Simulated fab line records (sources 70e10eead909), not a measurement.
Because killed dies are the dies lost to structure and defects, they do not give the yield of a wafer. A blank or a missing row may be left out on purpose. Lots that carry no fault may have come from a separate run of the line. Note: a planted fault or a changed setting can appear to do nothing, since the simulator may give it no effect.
fab line records | flow nand_harc
record: lots: 6 wafers: 17 last_day: 23
route steps=1159 shown P_BONDPAD@356
lots with no fault: from the same line, run without faults
start_h: start of the lot's first displayed wafer, in hours after the record's first day | wait_h: how many hours have passed since the lot's step before this one | " repeats the value in the row above | L1.1+2: a row that stands for several wafers | - value missing, or start not given | * or withheld: withheld | < > ~ a bound
route shown NAME@n: a module of which the file shows steps, and the number in the route of the first | usual: mean/standard deviation of fault-free wafers | same: alike in all rows | chamber/n: place in a boat | sites: each site's reading | _std_site: the standard deviation of these | _edge_site: the outer-site mean with the inner-site mean subtracted | radius_mm: how far each site lies from the wafer's centre | mask NAME#n: copy n | behind: tool/chamber where the wafer was last shaped | hold: what put the lot on hold/how long, in hours/how the hold closed | device: which transistor (n, p or np) failed to switch | end of line: tests of these same wafers at the route's end | step lacking rows: just its recipe | killed: not the wafer's yield, but the dies lost to structure and defects at the first sort | map: a wafer's dies, marking killed ones x, the rest . and places with no die _
set.NAME: setting as actually run; set.NAME@STEP: the setting as run at that earlier step | model.NAME: the simulator's own value behind a step, which no gauge read
lots seen at some steps along the route; tables by step, rows by wafer
services: a tool's chamber out of use, with start hour (start_h, from the record's first day; less than 0 if before it), hours out, and reason
== steps ==
step: NHARC_P_BONDPAD_HMDS_02
recipe: time_s: 30
step: NHARC_P_BONDPAD_COAT_36
recipe: temp_c: 200 time_s: 65
step: NHARC_P_BONDPAD_COAT_03
recipe: spin_rpm: 2000 resist_thk_nm: 600
step: NHARC_P_BONDPAD_SOFTBAKE_04
recipe: temp_c: 125 time_s: 70
step: NHARC_P_BONDPAD_EBR_05
step: NHARC_P_BONDPAD_EXPOSE_06
recipe: na: 0.55 dose_mj: 37.06 mask_id: P_BPAD
step: NHARC_P_BONDPAD_PEB_07
recipe: peb_temp_c: 128 peb_time_s: 80
step: NHARC_P_BONDPAD_DEVELOP_08
recipe: time_s: 50 dev_temp_c: 22
step: NHARC_P_BONDPAD_CD_MEAS_09
recipe: target_cd_nm: 500 landing_energy_ev: 500
usual: cd_nm: 498.6/1.8
columns lot.wafer tool chamber start_h wait_h cd_nm
L714.3 cd_sem-03 0 134.52 - 497.9
L714.4 " 0 " " 498.7
L714.5 " 0 " " 499.9
L713.2 cd_sem-03 0 144.04 - 499.9
L713.5 " 0 " " 499.9
L713.6 " 0 " " 499.1
L719.3 cd_sem-02 0 174.92 - 497.6
L719.4 " 0 " " 499.3
L719.5 " 0 " " 500.8
L725.1 cd_sem-02 0 206.63 - 498.3
L725.3 " 0 " " 499.3
L725.6 " 0 " " 499.9
L728.1 cd_sem-01 0 231.30 - 497.3
L728.2 " 0 " " 500.4
L728.4 " 0 " " 494.9
L729.2 cd_sem-01 0 236.81 - 498.4
L729.5 " 0 " " 498.5
step: NHARC_P_BONDPAD_OVL_MEAS_38
usual: overlay_x_nm: 0/5.2 overlay_y_nm: -3/3.7
columns lot.wafer tool chamber start_h wait_h overlay_x_nm overlay_y_nm
L714.3 overlay-01 - 134.60 - -6 -4
L714.4 " - " " -6 -5
L714.5 " - " " -6 -5
L713.2 overlay-01 - 144.13 - 6 -5
L713.5 " - " " 6 -5
L713.6 " - " " 6 -5
L719.3 overlay-02 - 175.00 - -4 -2
L719.4 " - " " -4 -2
L719.5 " - " " -4 -2
L725.1 overlay-01 - 206.72 - 8 -6
L725.3 " - " " 9 -6
L725.6 " - " " 8 -6
L728.1 overlay-02 - 231.39 - -9 1
L728.2 " - " " -9 2
L728.4 " - " " -8 1
L729.2 overlay-02 - 236.90 - 0 3
L729.5 " - " " 0 3
step: NHARC_P_BONDPAD_HARDBAKE_10
recipe: temp_c: 118 time_s: 65
step: NHARC_P_BONDPAD_DESCUM_11
recipe: time_s: 3 o2_flow_sccm: 200 ar_flow_sccm: 0 bias_power_w: 0 chemistry: O2
usual: drypump_motor_current_A: 5.9/0.38 oes_product_au: 0.999/0.01 rf_vpp_V: 57.6/0.89 showerhead_plenum_p_Torr: 1.89/0.083 throttle_valve_pct: 11.312/0.01
columns lot.wafer tool chamber start_h wait_h drypump_motor_current_A oes_product_au rf_hours_counter_h rf_vpp_V showerhead_plenum_p_Torr throttle_valve_pct
L714.3 rie_diel-02 0 134.73 - 5.6 1.007 15 58.4 1.85 11.289
L714.4 " 1 " " 6.0 1.002 14 55.7 1.85 11.298
L714.5 " 0 " " 5.6 0.994 - 57.1 1.85 11.310
L713.2 rie_diel-02 3 144.28 - 5.8 0.976 14 58.3 2.03 11.316
L713.5 " 0 " " 5.5 0.998 - 57.8 1.85 11.305
L713.6 " 1 " " 6.1 1.002 - 58.9 1.84 11.317
L719.4 rie_diel-02 0 175.13 - 5.6 0.993 1 57.8 1.85 11.316
L719.3 " 2 " " 6.2 1.005 0 57.4 1.83 11.322
L719.5 " 0 " " 5.5 0.995 - 58.3 1.85 11.316
L725.3 rie_diel-02 1 206.86 - 6.0 1.002 3 57.6 1.84 11.298
L725.1 " 3 " " 5.8 0.989 2 57.8 2.03 11.313
L725.6 " 0 " " 5.6 0.996 - 58.2 1.85 11.315
L728.4 rie_diel-02 0 231.51 - 5.5 0.992 6 57.9 1.85 11.310
L728.1 " 2 " " 6.2 0.989 5 56.8 1.83 11.309
L728.2 " 3 " " 5.8 0.997 5 57.7 2.03 11.312
L729.2 rie_diel-02 0 237.03 - 5.6 1.015 6 57.8 1.85 11.319
L729.5 " 0 " " 5.5 1.011 - 58.9 1.85 11.318
step: NHARC_P_BONDPAD_ETCH_37
recipe: target_depth_a: 600 overetch_a: 180 time_s: 65.91 ion_energy_ev: 200 n2_flow_sccm: 150 h2_flow_sccm: 150 ar_flow_sccm: 0 rf_w: 400 bias_w: 150 chemistry: N2/H2
usual: drypump_motor_current_A: 5.9/0.36 oes_product_au: 0.997/0.0092 rf_vpp_V: 429.9/2.8 run_length_s: 87.2/0.61 showerhead_plenum_p_Torr: 2.02/0.094 throttle_valve_pct: 14.173/0.0091
columns lot.wafer tool chamber start_h wait_h drypump_motor_current_A oes_product_au rf_hours_counter_h rf_vpp_V run_length_s showerhead_plenum_p_Torr throttle_valve_pct
L714.3 rie_diel-02 1 134.81 0.1 6.0 0.998 14 427.9 87.7 1.96 14.164
L714.4 " 2 " " 6.2 1.007 14 429.0 86.3 1.95 14.151
L714.5 " 1 " " 6.0 0.995 - 429.9 87.5 1.97 14.151
L713.2 rie_diel-02 2 144.34 0.1 6.2 1.012 16 428.4 86.7 1.95 14.156
L713.5 " 2 " " 6.2 1.005 - 427.3 86.5 1.95 14.183
L713.6 " 3 " " 5.8 0.989 - 434.3 87.7 2.17 14.182
L719.4 rie_diel-02 2 175.21 0.1 6.2 1.003 1 428.8 86.9 1.95 14.176
L719.3 " 0 " " 5.5 1.000 1 428.6 86.8 1.97 14.169
L719.5 " 2 " " 6.2 1.004 - 427.8 86.4 1.95 14.171
L725.3 rie_diel-02 3 206.93 0.1 5.8 0.987 2 434.6 87.8 2.17 14.183
L725.1 " 1 " " 6.1 1.002 3 427.9 88.2 1.96 14.166
L725.6 " 0 " " 5.6 0.997 - 429.9 86.5 1.97 14.173
L728.1 rie_diel-02 3 231.60 0.1 5.8 0.992 5 433.6 88.1 2.16 14.176
L728.4 " 1 " " 6.0 1.012 6 427.6 88.2 1.96 14.166
L728.2 " 2 " " 6.2 1.011 5 427.7 70.7 1.95 14.161
L729.2 rie_diel-02 2 237.12 0.1 6.2 0.986 6 428.4 71.2 1.95 14.177
L729.5 " 2 " " 6.2 0.993 - 428.2 70.7 1.95 14.179
step: NHARC_P_BONDPAD_ETCH_12
recipe: target_depth_a: 2000 time_s: 100 chf3_flow_sccm: 50 o2_flow_sccm: 10 ar_flow_sccm: 200 rf_w: 500 bias_w: 200 chemistry: CHF3/O2
usual: drypump_motor_current_A: 5.9/0.37 oes_product_au: 0.942/0.022 rf_vpp_V: 370.0/2.3 run_length_s: 121.3/0.62 showerhead_plenum_p_Torr: 2.37/0.1 throttle_valve_pct: 20.572/0.0096
columns lot.wafer tool chamber start_h wait_h drypump_motor_current_A oes_product_au rf_hours_counter_h rf_vpp_V run_length_s showerhead_plenum_p_Torr throttle_valve_pct
L714.4 rie_diel-02 2 - - 6.2 0.929 14 368.9 120.4 2.30 20.568
L714.3 " 3 " " 5.8 0.903 12 375.1 121.9 2.54 20.559
L714.5 " 1 " " 6.0 0.922 - 367.4 121.7 2.32 20.574
L713.2 rie_diel-02 1 - - 6.0 0.919 16 370.0 121.7 2.32 20.592
L713.6 " 1 " " 6.0 0.919 - 368.0 121.7 2.32 20.573
L713.5 " 2 " " 6.2 0.933 - 368.9 120.6 2.30 20.570
L719.3 rie_diel-02 0 - - 5.5 0.963 1 368.5 120.6 2.33 20.568
L719.4 " 2 " " 6.2 0.976 1 370.6 120.5 2.30 20.562
L719.5 " 3 " " 5.8 0.964 - 372.0 122.0 2.54 20.566
L725.3 rie_diel-02 3 - - 5.8 0.969 2 373.1 121.9 2.54 20.553
L725.1 " 0 " " 5.6 0.954 3 368.9 120.7 2.33 20.574
L725.6 " 3 " " 5.8 0.966 - 372.2 121.8 2.54 20.551
L728.2 rie_diel-02 3 - - 5.8 0.981 5 374.9 122.2 2.54 20.569
L728.1 " 0 " " 5.5 0.963 6 368.7 120.7 2.33 20.577
L728.4 " 2 " " 6.2 0.976 5 368.9 120.8 2.30 20.575
L729.2 rie_diel-02 1 - - 6.0 0.929 6 369.9 122.3 2.32 20.577
L729.5 " 0 " " 5.6 0.940 - 368.1 120.8 2.33 20.581
== services ==
columns tool chamber start_h hours kind
rie_diel-02 0 129.70 - clean
rie_diel-02 1 129.70 - clean
rie_diel-02 2 129.70 - clean
rie_diel-02 3 129.70 - clean
rie_diel-02 - 150.78 9.0 pm
rie_diel-02 0 150.78 9.0 vent_cycle
rie_diel-02 1 150.78 9.0 vent_cycle
rie_diel-02 2 150.78 9.0 vent_cycle
rie_diel-02 3 150.78 9.0 vent_cycle
rie_diel-02 0 159.78 - clean
rie_diel-02 1 159.78 - clean
rie_diel-02 2 159.78 - clean
rie_diel-02 3 159.78 - clean
rie_diel-02 0 184.41 - clean
rie_diel-02 1 184.41 - clean
rie_diel-02 2 184.41 - clean
rie_diel-02 3 184.41 - clean
rie_diel-02 - 192.06 0.7 repair
rie_diel-02 0 208.91 - clean
rie_diel-02 1 208.91 - clean
rie_diel-02 2 208.91 - clean
rie_diel-02 3 208.91 - clean
rie_diel-02 0 233.54 - clean
rie_diel-02 1 233.54 - clean
== key ==
first_sign: step: NHARC_P_BONDPAD_ETCH_37 reading: run_length_s direction: down sigmas: 27 usual: * struck: *
effect none on later readings
met_at NHARC_P_BONDPAD_ETCH_37
struck_wafers L728.2,L729.2,L729.5
sort_left_out L728.2,L729.2,L729.5
onset_between 206.93 231.60
fault: kind: process_parameter_drift tool: rie_diel-02 chamber: - onset_h: 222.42 steps: NHARC_P_BONDPAD_ETCH_37 channel: time_s offset: * shape: step end_h: 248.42 scope: struck_wafers_only acts_in: * stated: *
sort_left_out: the simulated sort isn't trusted on such a fault, so these wafers' sort isn't shown, and their yield isn't known
